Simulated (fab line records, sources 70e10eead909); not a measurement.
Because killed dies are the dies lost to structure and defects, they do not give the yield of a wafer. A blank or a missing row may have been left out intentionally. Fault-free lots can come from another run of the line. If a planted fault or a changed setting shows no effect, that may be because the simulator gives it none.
Matching of chambers :: flow nand harc :: NHARC_P_M1_ETCH_35 on rie diel-02: 4 sister chambers
The step etches the open film in N2/H2, target depth 40 nm, overetch 12 nm, time 43.94 s. 4 wafers are shown with their chamber, then 10 later ones without.

## WAFERS, EACH WITH ITS CHAMBER
wafer: L081.3
chamber: 3
drypump motor current A (A): 5.4

wafer: L082.5
chamber: 1
drypump motor current A (A): 5.6

wafer: L084.1
chamber: 2
drypump motor current A (A): 5.5

wafer: L084.3
chamber: 0
drypump motor current A (A): 6.1

## WAFERS MISSING THEIR CHAMBER
wafer: L084.6
drypump motor current A (A): 5.5

wafer: L086.1
drypump motor current A (A): 5.5

wafer: L086.4
drypump motor current A (A): 6.2

wafer: L086.5
drypump motor current A (A): 5.5

wafer: L087.1
drypump motor current A (A): 6.2

wafer: L087.2
drypump motor current A (A): 5.5

wafer: L087.3
drypump motor current A (A): 5.5

wafer: L093.2
drypump motor current A (A): 6.2

wafer: L093.4
drypump motor current A (A): 5.4

wafer: L093.6
drypump motor current A (A): 6.2

## THE CHAMBER EACH PASSED THROUGH
wafer: L084.6
from the rows above: can't be placed: 2 or 1 or 3
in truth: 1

wafer: L086.1
from the rows above: can't be placed: 2 or 1 or 3
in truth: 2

wafer: L086.4
from the rows above: 0
in truth: 0

wafer: L086.5
from the rows above: can't be placed: 2 or 1 or 3
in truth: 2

wafer: L087.1
from the rows above: 0
in truth: 0

wafer: L087.2
from the rows above: can't be placed: 2 or 1 or 3
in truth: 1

wafer: L087.3
from the rows above: can't be placed: 2 or 1 or 3
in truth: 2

wafer: L093.2
from the rows above: 0
in truth: 0

wafer: L093.4
from the rows above: can't be placed: 3 or 2
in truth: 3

wafer: L093.6
from the rows above: 0
in truth: 0
Placed correctly: 4 of 10. From these rows, 6 cannot be placed; in 6 the true chamber is one of the candidates. Wrongly placed: 0.
How it was worked out, from the rows above alone: a wafer's distance from a chamber is the root of the sum, over the readings, of the square of ((its reading less the chamber's mean) divided by the reading's scatter). If the next closest chamber is less than 2 further off than the closest, the wafer can't be placed; otherwise it belongs to the closest. The mean given for a chamber averages the wafers shown for that chamber. The scatter: root of mean squared gap, hidden wafer to nearest shown wafer, with one shown wafer a chamber.
